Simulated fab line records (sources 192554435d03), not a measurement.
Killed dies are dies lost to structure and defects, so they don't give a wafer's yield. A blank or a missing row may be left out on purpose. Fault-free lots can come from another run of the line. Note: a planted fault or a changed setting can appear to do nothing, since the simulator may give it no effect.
Split-lot study | flow n5 finfet | on a route of 1938 steps: 7 lots, 21 wafers read

## THE SPLIT
At N5_HKMG_FIN_PEB_10 (peb time 60 s), the setting peb time s was moved away from the recipe's 60 s on 8 of the 21 wafers read, by -11.5% to +19.6%. For the rest of the wafers, this setting stayed at what the recipe calls for.

## SPLIT TO READING: what lies between them in the file, 1 step
- N5_HKMG_FIN_DEVELOP_11: develop time 30 s

## THE READING
cd nm (nm) at N5_HKMG_FIN_CD_MEAS_12, where the cd target is 92.8 nm. Typical for fault-free wafers on this fab line: 92.9 nm, with standard deviation 0.49 nm.

wafer  | tool, chamber at the split | peb time s as run, s | against the recipe | cd nm, nm | against lot-mates on the recipe
L076.1 | litho track-01, 0          | 66.74                | +11.2%             | 96.9      | no lot-mate on the recipe
L076.2 | litho track-01, 0          | 66.74                | +11.2%             | 96.7      | no lot-mate on the recipe
L076.6 | litho track-01, 0          | 66.74                | +11.2%             | 96.6      | no lot-mate on the recipe
L082.2 | litho track-01, 0          | 60                   | recipe             | 92.9      | -
L082.3 | litho track-01, 0          | 60                   | recipe             | 92.5      | -
L082.4 | litho track-01, 0          | 60                   | recipe             | 93.1      | -
L087.2 | litho track-02, 0          | 60                   | recipe             | 93.0      | -
L087.3 | litho track-02, 0          | 60                   | recipe             | 93.2      | -
L087.6 | litho track-02, 0          | 60                   | recipe             | 92.8      | -
L089.2 | litho track-02, 0          | 60                   | recipe             | 93.3      | -
L089.3 | litho track-02, 0          | 71.73                | +19.6%             | 98.4      | +5.1
L089.5 | litho track-02, 0          | 71.73                | +19.6%             | 99.0      | +5.7
L092.1 | litho track-01, 0          | 53.09                | -11.5%             | 89.1      | -3.9
L092.3 | litho track-01, 0          | 53.09                | -11.5%             | 89.1      | -3.9
L092.6 | litho track-01, 0          | 60                   | recipe             | 93.0      | -
L094.1 | litho track-05, 0          | 60                   | recipe             | 93.3      | -
L094.3 | litho track-05, 0          | 60                   | recipe             | 92.5      | -
L094.4 | litho track-05, 0          | 60                   | recipe             | 92.4      | -
L097.1 | litho track-05, 0          | 60                   | recipe             | 93.3      | -
L097.3 | litho track-05, 0          | 54.54                | -9.1%              | 90.2      | -3.2
L097.5 | litho track-05, 0          | 60                   | recipe             | 93.5      | -

FIT RESULTS
A straight line over all 21 wafers: cd nm changes by +0.312 nm for each +1% of peb time s; r = +0.99; the points scatter about the line by 0.35 nm.
The same after taking each lot's own level away (the mean of its wafers on the recipe; 18 wafers): +0.298 nm for each +1%; r = +0.99; scatter 0.33 nm.
On that fit, the largest move of peb time s shifts the reading by 5.8 nm.
Measured against the standard deviation above, the lots' own levels, which go from 92.73 to 93.40 nm, span 1.4 times it.
Hence the lot-to-lot level has little effect on the slope; both slopes agree.
Check: +6.06 nm against its lot-mates is what the line predicts for one of the wafers moved furthest among these (+19.6%) when that wafer is left out of the fit. It came out at +5.1 nm against them.

## ADDITIONAL SPLITS CARRIED BY THESE WAFERS
Note: prior to the reading, these wafers also went through further splits. Each is held against what the fit with the lots' levels taken away leaves over:
other split on the same wafers | wafers away from the commonest value | r with cd nm (lot level and that fit taken away)
N5_WELL_APT_COAT_02 spin rpm   | 4                                    | -0.07
N5_WELL_APT_EXPOSE_05 dose mj  | 5                                    | -0.25
N5_WELL_APT_EXPOSE_22 dose mj  | 2                                    | +0.13
N5_WELL_APT_PEB_23 peb time s  | 7                                    | +0.35
N5_FIN_SAQP_ETCH_65 time s     | 6                                    | -0.02
N5_SD_EPI_P_EPI_21 temp c      | 10                                   | +0.03
N5_SD_ACTIVATION_LSA_01 temp c | 6                                    | +0.24
N5_ILD0_CMP_12 down force psi  | 7                                    | +0.01

## FILE'S OWN FIT
cd nm changes by +0.302 nm for each +1% of peb time s, r = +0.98.
